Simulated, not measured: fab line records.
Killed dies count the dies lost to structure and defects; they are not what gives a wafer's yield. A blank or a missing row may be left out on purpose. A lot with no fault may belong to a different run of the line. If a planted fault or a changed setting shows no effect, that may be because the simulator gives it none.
Chamber matching | flow nand harc | NHARC_A_CHANNEL_FILL_D2_ALD_02 on ald hk-04: 4 sister chambers
The step deposits SiO2, target thk 6 nm, pulse time 10 s, ald cycles 60. 4 wafers are shown with their chamber, then 7 later ones without.

== WAFERS, EACH WITH ITS CHAMBER ==
wafer  | chamber | heater power w (W)
L078.5 | 0       | 467
L089.6 | 3       | 524
L090.1 | 1       | 419
L090.4 | 2       | 477

== WAFERS WHOSE CHAMBER IS MISSING ==
wafer  | heater power w (W)
L090.5 | 508
L091.1 | 512
L091.4 | 514
L091.6 | 408
L093.1 | 517
L093.5 | 500
L093.6 | 427

== WHICH CHAMBER EACH WENT THROUGH ==
wafer  | from the rows above          | in truth
L090.5 | can't be placed: 3 or 2 or 0 | 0
L091.1 | can't be placed: 3 or 2      | 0
L091.4 | 3                            | 3
L091.6 | 1                            | 1
L093.1 | 3                            | 3
L093.5 | can't be placed: 2 or 3 or 0 | 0
L093.6 | 1                            | 1
Correctly placed: 4 of 7. Cannot be placed on the basis of these rows: 3; the candidates contain the true chamber in 2. Placed wrongly: 0.
How it was worked out, from the rows above alone: a wafer's distance from a chamber is the root of the sum, over the readings, of the square of ((its reading less the chamber's mean) divided by the reading's scatter). If the next closest chamber is less than 2 further off than the closest, the wafer can't be placed; otherwise it belongs to the closest. The mean given for a chamber averages the wafers shown for that chamber. The scatter (one wafer shown for each chamber): square how far every hidden wafer sits from the nearest shown wafer, average those squares and take the square root.
